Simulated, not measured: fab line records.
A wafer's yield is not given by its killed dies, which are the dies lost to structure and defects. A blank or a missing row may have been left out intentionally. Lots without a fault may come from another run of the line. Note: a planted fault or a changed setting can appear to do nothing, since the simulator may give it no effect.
One fault through the eyes of 2 desks / flow n5_finfet / what lay behind the numbers comes last; until then each desk has only its own

THE TOOL OWNER'S DESK: euv_scanner-02
The tool's own readings at N5_FIN_CUT_EXPOSE_05 (exposes mask FIN CUT): means of the sampled wafers that have a number, for each lot that ran on this tool. The brackets show how far a lot's mean lies from the usual mean; more than 4 standard deviations puts the lot out of limits, marked OUT.
Columns: A = exposure_dose_mJ_cm2 at N5_FIN_CUT_EXPOSE_05, usual 45.73; B = focus_offset_nm at N5_FIN_CUT_EXPOSE_05, usual 0.0 nm; C = reticle_temp_C at N5_FIN_CUT_EXPOSE_05, usual 22.96 C
lot=L388; first seen here=day 2 14:23; A=45.72; B=0.0; C=22.87
lot=L394; first seen here=day 4 02:25; A=45.66; B=0.6; C=22.83
lot=L401; first seen here=day 6 00:55; A=45.75; B=-0.1; C=22.91
lot=L406; first seen here=day 7 02:37; A=50.83 (+99 or more) OUT; B=-0.1; C=22.97
lot=L407; first seen here=day 7 08:33; A=49.81 (+99 or more) OUT; B=-0.3; C=23.06
This desk's finding: out of limits on L406, L407; first on L406, day 7 02:37 (exposure_dose_mJ_cm2 at N5_FIN_CUT_EXPOSE_05). In limits: L388, L394, L401.

AT THE METROLOGY DESK
What the gauges read for every lot (on any tool): the sampled wafers with a number, averaged. The brackets show how far a lot's mean lies from the usual mean; more than 4 standard deviations puts the lot out of limits, marked OUT. It has 12 readings, of which 7 appear: the earliest out of limits, and the ones furthest out on some lot.
Columns: A = cd_nm at N5_FIN_CUT_CD_MEAS_08, usual 29.13 nm; B = DIBL_N at N5_BEOL_M4_RC_MEAS_101, usual 36.3 mV/V; C = DIBL_P at N5_BEOL_M4_RC_MEAS_101, usual 36.2 mV/V; D = IOFF_N at N5_BEOL_M4_RC_MEAS_101, usual 0.16 nA/um; E = IOFF_P at N5_BEOL_M4_RC_MEAS_101, usual 0.21 nA/um; F = ION_N at N5_BEOL_M4_RC_MEAS_101, usual 673 uA/um; G = VT_P at N5_BEOL_M4_RC_MEAS_101, usual -251 mV
lot=L388; first seen here=day 2 13:31; A=29.19; B=34.2; C=34.8; D=0.14; E=0.17; F=662; G=-252
lot=L390; first seen here=day 3 01:38; A=29.28; B=37.9; C=38.1; D=0.18; E=0.26; F=672; G=-246
lot=L392; first seen here=day 3 13:19; A=29.36; B=39.8; C=39.6; D=0.25; E=0.28; F=682; G=-247
lot=L394; first seen here=day 4 01:32; A=29.20; B=35.3; C=33.0; D=0.13; E=0.18; F=665; G=-252
lot=L396; first seen here=day 4 14:04; A=29.01; B=35.5; C=35.8; D=0.16; E=0.19; F=684; G=-253
lot=L397; first seen here=day 4 23:38; A=29.02; B=36.5; C=35.0; D=0.16; E=0.19; F=670; G=-253
lot=L401; first seen here=day 6 00:10; A=29.02; B=35.1; C=34.0; D=0.14; E=0.18; F=659; G=-251
lot=L406; first seen here=day 7 01:51; A=31.11 (+9.0) OUT; B=35.8; C=36.0; D=0.14; E=0.16; F=671; G=-259
lot=L407; first seen here=day 7 07:47; A=30.58 (+6.6) OUT; B=37.5; C=36.3; D=0.16; E=0.20; F=673; G=-253
lot=L409; first seen here=day 7 19:19; A=29.30; B=38.7; C=40.4; D=0.22; E=0.27; F=697; G=-248
This desk's finding: out of limits on L406, L407; first on L406, day 7 02:44 (cd_nm at N5_FIN_CUT_CD_MEAS_08). In limits: L388, L390, L392, L394, L396, L397, L401, L409.

TAKEN TOGETHER
At day 7 02:37, on L406, L407, the tool owner's desk was in a position to raise an alarm.
At day 7 02:44 the metrology desk could have sounded an alarm, on L406, L407.
The lots listed all ran N5_FIN_CUT_EXPOSE_05 on euv_scanner-02.

WHAT THE SIMULATOR HAD INSERTED
Process parameter drift: euv_scanner-02, from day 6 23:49 on, at N5_FIN_CUT_EXPOSE_05. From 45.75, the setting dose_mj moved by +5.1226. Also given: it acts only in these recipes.
Lots struck among those shown: L406, L407.
Delay (hours) between the fault's onset and each desk's first out-of-limits reading: 3 at the tool owner's desk, 3 at the metrology desk.
